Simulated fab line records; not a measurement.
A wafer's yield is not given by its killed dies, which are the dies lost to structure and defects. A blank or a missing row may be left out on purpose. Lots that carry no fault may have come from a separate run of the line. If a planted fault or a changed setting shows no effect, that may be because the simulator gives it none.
Matching of chambers + flow n5Finfet + rieDiel-06 running N5_MOL_CONTACT_COAG_VIA_ETCH_117: 4 sister chambers
The step etches SiO2 in C4F6/O2, target depth 40 nm, overetch 8 nm, time 26 s. 20 wafers are shown with their chamber, then 10 later ones without.

## EACH WAFER AND ITS CHAMBER
| wafer  | chamber | drypumpMotorCurrentA (A) | rfVppV (V) | throttleValvePct (%) |
|--------|---------|--------------------------|------------|----------------------|
| L078.2 | 3       | 6.6                      | 1591       | 41.7                 |
| L078.5 | 0       | 6.3                      | 1564       | 41.6                 |
| L078.6 | 1       | 4.9                      | 1635       | 41.0                 |
| L082.1 | 0       | 6.2                      | 1564       | 41.6                 |
| L082.3 | 1       | 4.9                      | 1635       | 41.0                 |
| L082.5 | 0       | 6.2                      | 1561       | 41.6                 |
| L084.2 | 0       | 6.2                      | 1563       | 41.6                 |
| L084.4 | 1       | 4.8                      | 1635       | 41.1                 |
| L084.6 | 0       | 6.2                      | 1563       | 41.6                 |
| L085.1 | 1       | 4.8                      | 1635       | 41.1                 |
| L085.2 | 0       | 6.2                      | 1563       | 41.6                 |
| L085.6 | 2       | 5.4                      | 1588       | 41.3                 |
| L087.3 | 3       | 6.6                      | 1591       | 41.7                 |
| L087.4 | 0       | 6.2                      | 1563       | 41.6                 |
| L087.5 | 3       | 6.6                      | 1592       | 41.7                 |
| L090.3 | 0       | 6.2                      | 1564       | 41.6                 |
| L090.4 | 3       | 6.6                      | 1591       | 41.7                 |
| L090.5 | 1       | 4.9                      | 1633       | 41.1                 |
| L092.1 | 2       | 5.4                      | 1586       | 41.3                 |
| L092.2 | 3       | 6.6                      | 1591       | 41.7                 |

SIGNATURES, as means of the wafers listed above
| reading              | chamber 0 | chamber 1 | chamber 2 | chamber 3 | scatter within a chamber |
|----------------------|-----------|-----------|-----------|-----------|--------------------------|
| drypumpMotorCurrentA | 6.213     | 4.860     | 5.400     | 6.600     | 0.036                    |
| rfVppV               | 1563.12   | 1634.60   | 1587.00   | 1591.20   | 0.897                    |
| throttleValvePct     | 41.600    | 41.060    | 41.300    | 41.700    | 0.0274                   |
Rule: a wafer lies at a distance from a chamber equal to the root of the sum of squares, over the readings, of (its reading less the chamber's mean, divided by the reading's scatter). If the next closest chamber is less than 2 further off than the closest, the wafer can't be placed; otherwise it belongs to the closest. How the scatter is found: for the shown wafers, subtract from each reading the mean of its chamber, square and add these, divide the total by (wafers less chambers), then take the root.

## WAFERS MISSING THEIR CHAMBER
| wafer  | drypumpMotorCurrentA (A) | rfVppV (V) | throttleValvePct (%) |
|--------|--------------------------|------------|----------------------|
| L092.3 | 4.8                      | 1635       | 41.1                 |
| L095.2 | 6.2                      | 1563       | 41.6                 |
| L095.3 | 5.4                      | 1586       | 41.3                 |
| L095.4 | 6.2                      | 1562       | 41.6                 |
| L097.2 | 5.5                      | 1588       | 41.3                 |
| L097.4 | 6.6                      | 1590       | 41.7                 |
| L097.5 | 4.9                      | 1633       | 41.1                 |
| L096.1 | 6.7                      | 1591       | 41.7                 |
| L096.2 | 4.8                      | 1634       | 41.1                 |
| L096.4 | 6.2                      | 1562       | 41.6                 |

## EACH ONE'S CHAMBER
| wafer  | from the rows above | in truth |
|--------|---------------------|----------|
| L092.3 | 1                   | 1        |
| L095.2 | 0                   | 0        |
| L095.3 | 2                   | 2        |
| L095.4 | 0                   | 0        |
| L097.2 | 2                   | 2        |
| L097.4 | 3                   | 3        |
| L097.5 | 1                   | 1        |
| L096.1 | 3                   | 3        |
| L096.2 | 1                   | 1        |
| L096.4 | 0                   | 0        |
Placed correctly: 10 of 10. Number that these rows cannot place: 0. Number placed wrongly: 0.
